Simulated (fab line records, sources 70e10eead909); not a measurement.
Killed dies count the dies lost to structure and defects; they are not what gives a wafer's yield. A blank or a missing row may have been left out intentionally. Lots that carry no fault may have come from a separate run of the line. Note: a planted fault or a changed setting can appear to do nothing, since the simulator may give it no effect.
Chamber matching | flow nand_harc | NHARC_A_BLC_STRIP_29 on rie_diel-01 has 4 sister chambers
The step strips in CF4. 4 wafers are shown with their chamber, then 10 later ones without.

== WAFERS WITH THEIR CHAMBER ==
wafer  | chamber | showerhead_plenum_p_Torr (Torr)
L090.1 | 3       | 1.66
L090.3 | 1       | 1.89
L089.3 | 0       | 1.84
L089.5 | 2       | 1.87

== WAFERS WITHOUT THEIR CHAMBER ==
wafer  | showerhead_plenum_p_Torr (Torr)
L089.6 | 1.66
L092.1 | 1.87
L092.2 | 1.66
L092.5 | 1.66
L093.2 | 1.87
L093.4 | 1.65
L093.6 | 1.87
L096.1 | 1.88
L096.4 | 1.87
L096.6 | 1.84

== EACH ONE'S CHAMBER ==
wafer  | from the rows above     | in truth
L089.6 | 3                       | 3
L092.1 | 2                       | 2
L092.2 | 3                       | 3
L092.5 | 3                       | 3
L093.2 | 2                       | 2
L093.4 | 3                       | 3
L093.6 | 2                       | 2
L096.1 | can't be placed: 2 or 1 | 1
L096.4 | 2                       | 2
L096.6 | 0                       | 0
Correctly placed: 9 of 10. Unplaceable from these rows: 1, with the true chamber sitting among the candidates in 1. 0 placed wrongly.
How it was worked out, from the rows above alone: a wafer's distance from a chamber is the root of the sum, over the readings, of the square of ((its reading less the chamber's mean) divided by the reading's scatter). The wafer belongs to the nearest chamber; if the next one is less than 2 further off, it can't be placed. For every chamber, the mean is computed from those of its wafers that are shown. The scatter: root of mean squared gap, hidden wafer to nearest shown wafer, with one shown wafer a chamber.
